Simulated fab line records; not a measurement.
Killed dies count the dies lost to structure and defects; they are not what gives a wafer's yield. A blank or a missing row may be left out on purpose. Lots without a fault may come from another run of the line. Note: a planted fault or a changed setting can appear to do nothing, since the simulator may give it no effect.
Struck lot and sound lot, side by side    flow nand harc    27 out of 1302 route steps
Sound: the wafers L762.1, L762.3, L762.4. The struck wafers were L765.1, L765.2, L765.4. Last of all comes the cause.
Order at every step that has rows: each side's tool, ch and its chambers, its first start. Under that, the readings that differ: sound wafers    struck wafers    difference of the means    sigmas: that difference in standard deviations of wafers without a fault.
alike: readings whose means differ by less than 2 such deviations, and words and numbers that are the same on both sides. not compared: withheld readings, readings that some wafer has no value for, bounds like >300 that may hide the same value, and numbers for which the record gives no deviation and whose values overlap.
Wherever a step has rows on one side only, a row that says differs or no value, or a row with sigmas, the two part there. When numbers do not overlap yet have no deviation, they are printed without sigmas and do not part them. A reading missing from all wafers of one side parts the sides only when that side holds two or more wafers.

first, 1 step without rows for these wafers: NHARC_P_M1_DEGAS_29 (time 60 s).
NHARC_P_M1_PRE_CLEAN_30: time 30 s.
  sound on pvd sputter-03; struck on pvd sputter-01
  alike: heater power w
NHARC_P_M1_PVD_20: deposits TaN, target thk 5 nm, time 8.06 s.
  sound on pvd sputter-03; struck on pvd sputter-01
  alike: bias v, throttle valve pct
NHARC_P_M1_PVD_21: deposits Cu, target thk 30 nm, time 20.49 s.
  sound on pvd sputter-03; struck on pvd sputter-01
  alike: throttle valve pct
then, 2 steps without rows for these wafers: NHARC_P_M1_ECD_22 (material Cu, target thk 400 nm); NHARC_P_M1_ANNEAL_31 (time 90 s).
NHARC_P_M1_CMP_23: polishes, t overpolish 20 s, target thk 157.82 nm.
  sound on cmp-01 ch 1,2,3, day 6 22:07; struck on cmp-04 ch 1,2,3, day 8 04:45
  alike: motor current A, time to endpoint s
NHARC_P_M1_THK_MEAS_24: measures by xrf.
  sound: film metro-02 at day 6 22:26; struck: film metro-02 at day 8 05:04
  alike: thk nm
then, 1 step without rows for these wafers: NHARC_P_M1_SRD_25.
NHARC_P_M1_INSPECT_27:
  sound: defect inspect-01 at day 6 22:35; struck: defect inspect-01 at day 8 05:14
  alike: raw defect count
then, 1 step without rows for these wafers: NHARC_P_M1_PRE_CLEAN_32 (time 12 s).
NHARC_P_M1_DEP_33: deposits SiCN, target thk 30 nm.
  sound on pecvd-04 ch 0,1,2, day 6 22:44; struck on pecvd-01 ch 1,2, day 8 05:23
  alike: heater power w
then, 10 steps without rows for these wafers: NHARC_P_M2_DEP_00 (deposits SiOC, target thk 182.5 nm); NHARC_P_M2_DEHYDRATE_01 (time 120 s); NHARC_P_M2_HMDS_02 (time 30 s); NHARC_P_M2_COAT_34 (time 65 s); NHARC_P_M2_COAT_03 (resist thk 90 nm); NHARC_P_M2_SOFTBAKE_04 (time 55 s); NHARC_P_M2_EBR_05; NHARC_P_M2_EXPOSE_06 (exposes mask P M2, target cd 170 nm); NHARC_P_M2_PEB_07 (peb time 65 s); NHARC_P_M2_DEVELOP_08 (develop time 35 s).
NHARC_P_M2_CD_MEAS_09: the cd target is 170 nm.
  sound on cd sem-02 ch 0, day 6 23:52; struck on cd sem-02 ch 0, day 8 06:38
  alike: cd nm
NHARC_P_M2_OVL_MEAS_10: pitch 340 nm.
  sound: overlay-02 at day 6 23:57; struck: overlay-01 at day 8 06:43
reading            sound           struck       difference  sigmas
overlay y nm (nm)  -1.4 -1.0 -0.3  1.4 1.5 2.1  +2.6        +3
  alike: overlay x nm
NHARC_P_M2_INSPECT_11:
  sound: defect inspect-01 at day 6 23:59; struck: defect inspect-01 at day 8 06:45
reading           sound  struck         difference  sigmas
raw defect count  6 2 4  1044 1045 991  +1023       +99 or more
NHARC_P_M2_DESCUM_14: chemistry O2, time 3 s.
  sound on rie diel-05 ch 0,2,3, day 7 00:03; struck on rie diel-05 ch 0,1,2, day 8 06:49
  alike: chamber pressure mTorr, drypump motor current A, oes product au, rf vpp V, showerhead plenum p Torr, throttle valve pct
  not compared: rf hours counter h
-- jump in the record: it breaks off in module P_M2 and resumes in module END (first step shown: number 1302 of the route), and 18 days separate the struck wafers' starts before and after --
NHARC_END_SORT_01:
  at this point the record logs the struck wafers (prober-02 ch 0, day 26 12:55) and has no rows for the sound ones

## WHERE THEY PART
Earliest at NHARC_P_M2_OVL_MEAS_10; latest, in this record, at NHARC_END_SORT_01.

WHY: what the simulator had put in
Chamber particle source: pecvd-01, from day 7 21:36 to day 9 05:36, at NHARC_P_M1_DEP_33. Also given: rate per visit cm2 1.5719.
